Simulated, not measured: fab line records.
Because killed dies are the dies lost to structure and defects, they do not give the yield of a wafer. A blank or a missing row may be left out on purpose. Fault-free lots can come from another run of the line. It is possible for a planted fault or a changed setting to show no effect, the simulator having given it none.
Which tool is to blame?    flow n5 finfet    11 lots, 31 wafers sampled, at 4 steps of a route of 1938

WHAT EACH GAUGE READ, for each wafer
N5_BEOL_M6_INSPECT_13: inspects for defects (brightfield).
lot   measured      on                 raw defect count
L610  day 8 16:43   defect inspect-02  496 369 428
L612  day 9 02:01   defect inspect-01  432 387 391
L613  day 9 23:17   defect inspect-02  350 351 403
L614  day 10 02:15  defect inspect-02  344 378 355
L615  day 10 20:17  defect inspect-01  846 837
L618  day 11 06:55  defect inspect-01  976 820 860
L622  day 11 23:19  defect inspect-02  561 494
L626  day 13 12:07  defect inspect-01  415 371 279
L628  day 13 12:32  defect inspect-02  376 461 358
L630  day 14 02:19  defect inspect-02  545 572 517
L631  day 14 05:22  defect inspect-02  337 331 471

WHICH TOOL RAN EACH LOT (tool, then ch and the chambers of the sampled wafers, then the start)
lot   N5_BEOL_M5_DEP_56                N5_BEOL_M6_CURE_74             N5_BEOL_M6_HM_DEP_02
L610  pecvd-01 ch 0,1,2, day 8 15:29   uv cure-02 ch 2, day 8 15:41   pvd sputter-01, day 8 16:17
L612  pecvd-02 ch 0,2, day 9 00:26     uv cure-03 ch 0, day 9 00:42   pvd sputter-01, day 9 01:18
L613  pecvd-01 ch 1,2, day 9 20:55     uv cure-02 ch 1, day 9 21:40   pvd sputter-02, day 9 22:44
L614  pecvd-01 ch 0,2, day 9 23:46     uv cure-03 ch 0, day 10 00:02  pvd sputter-02, day 10 01:42
L615  pecvd-01 ch 0,1, day 10 17:31    uv cure-03 ch 0, day 10 18:02  pvd sputter-01, day 10 19:54
L618  pecvd-01 ch 0,1, day 11 04:35    uv cure-02 ch 0, day 11 04:47  pvd sputter-01, day 11 06:20
L622  pecvd-01 ch 1,2, day 11 19:05    uv cure-01 ch 0, day 11 19:17  pvd sputter-02, day 11 22:46
L626  pecvd-01 ch 0,1,2, day 13 09:38  uv cure-02 ch 0, day 13 09:49  pvd sputter-02, day 13 11:41
L628  pecvd-01 ch 0,1, day 13 10:44    uv cure-01 ch 2, day 13 10:56  pvd sputter-03, day 13 12:07
L630  pecvd-04 ch 0,1,2, day 14 00:04  uv cure-03 ch 0, day 14 00:21  pvd sputter-03, day 14 01:53
L631  pecvd-01 ch 0,2, day 14 03:10    uv cure-01 ch 2, day 14 03:22  pvd sputter-01, day 14 04:49
- N5_BEOL_M5_DEP_56: deposits SiCN from 3MS/NH3, target thk 8 nm, time 14 s.
- N5_BEOL_M6_CURE_74: cures SiCOH lowk, time 240 s.
- N5_BEOL_M6_HM_DEP_02: deposits TiN, target thk 20 nm.

THE ANSWER, worked out from the rows above alone
Rule: usual is defined by the lots themselves. Put in order of their means at a reading, lots are off if they are a third of the lots or fewer, leave a main group of 4 or more, and stand apart from it by a gap of 3 or more times the standard deviation of the main group's means; of several such gaps the widest counts. The tables above print the reading to a certain number of digits; a main group whose means all agree to those digits is not used. A lot without any number at a reading at which 4 lots or more have one is off too. Any other lot the step has rows for is counted as sound.
Off: L615, L618, at N5_BEOL_M6_INSPECT_13 (raw defect count). For the main group the mean is 418 and the standard deviation 67.
If a tool, at a process step before that reading, ran all the lots that are off and no sound lot after the first of them, it fits. Those tools and the gauges at N5_BEOL_M6_INSPECT_13 are tried in the same way. None of those tried fits.

WHAT WAS PUT IN BY THE SIMULATOR
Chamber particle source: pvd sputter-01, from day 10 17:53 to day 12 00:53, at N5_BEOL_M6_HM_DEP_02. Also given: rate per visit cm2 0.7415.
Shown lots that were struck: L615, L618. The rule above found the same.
